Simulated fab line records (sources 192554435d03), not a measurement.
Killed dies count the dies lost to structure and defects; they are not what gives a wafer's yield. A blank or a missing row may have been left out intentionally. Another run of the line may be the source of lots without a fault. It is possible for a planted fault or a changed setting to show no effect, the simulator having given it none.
One fault through the eyes of 2 desks + flow n5 finfet + each desk has only its own numbers; what lay behind them comes last

## AT THE TOOL OWNER'S DESK: krf scanner-01
The tool's own readings at N5_BEOL_M15_EXPOSE_25 (exposes mask M15, target cd 400 nm): means of the sampled wafers that have a number, for each lot that ran on this tool. Any lot whose mean is over 4 standard deviations away from the usual mean is out of limits and marked OUT; that distance is given in the brackets.
Columns: A = exposure dose mJ cm2 at N5_BEOL_M15_EXPOSE_25, usual 35.49
| lot  | first seen here | A               |
|------|-----------------|-----------------|
| L671 | day 11 15:49    | 35.53           |
| L673 | day 12 00:50    | 35.48           |
| L684 | day 15 18:52    | 35.52           |
| L688 | day 16 17:25    | 32.94 (-75) OUT |
This desk's finding: out of limits on L688; first on L688, day 16 17:25 (exposure dose mJ cm2 at N5_BEOL_M15_EXPOSE_25). Within limits: L671, L673, L684.

## AT THE METROLOGY DESK
Lot by lot, what the gauges showed, no matter which tool ran the lot: averages of those sampled wafers that carry a number. Any lot whose mean is over 4 standard deviations away from the usual mean is out of limits and marked OUT; that distance is given in the brackets.
Columns: A = V14_OVL at N5_BEOL_M15_OVL_MEAS_11, usual -1 nm; B = cd nm at N5_BEOL_M15_CD_MEAS_28, usual 407.2 nm
| lot  | first seen here | A   | B               |
|------|-----------------|-----|-----------------|
| L670 | day 11 08:50    | 4   | 404.8           |
| L671 | day 11 14:22    | -3  | 406.1           |
| L673 | day 11 23:34    | -2  | 407.4           |
| L675 | day 12 04:31    | -11 | 404.8           |
| L678 | day 13 15:29    | 1   | 404.6           |
| L679 | day 14 01:40    | -5  | 407.8           |
| L680 | day 14 02:47    | 0   | 409.7           |
| L684 | day 15 17:29    | 9   | 410.8           |
| L688 | day 16 15:58    | -4  | 441.3 (+14) OUT |
| L690 | day 16 16:47    | 3   | 404.2           |
This desk's finding: out of limits on L688; first on L688, day 16 17:35 (cd nm at N5_BEOL_M15_CD_MEAS_28). Within limits: L670, L671, L673, L675, L678, L679, L680, L684, L690.

## TAKEN TOGETHER
On L688, at day 16 17:25, an alarm was possible from the tool owner's desk.
L688 would have let the metrology desk raise an alarm at day 16 17:35.
Of the lots named, all ran N5_BEOL_M15_EXPOSE_25 on krf scanner-01.

## WHAT HAD BEEN PUT IN BY THE SIMULATOR
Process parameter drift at N5_BEOL_M15_EXPOSE_25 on krf scanner-01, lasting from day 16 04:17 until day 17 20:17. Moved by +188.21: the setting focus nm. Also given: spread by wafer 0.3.
Shown lots that were struck: L688.
Delay (hours) between the fault's onset and each desk's first out-of-limits reading: 13 at the tool owner's desk, 13 at the metrology desk.
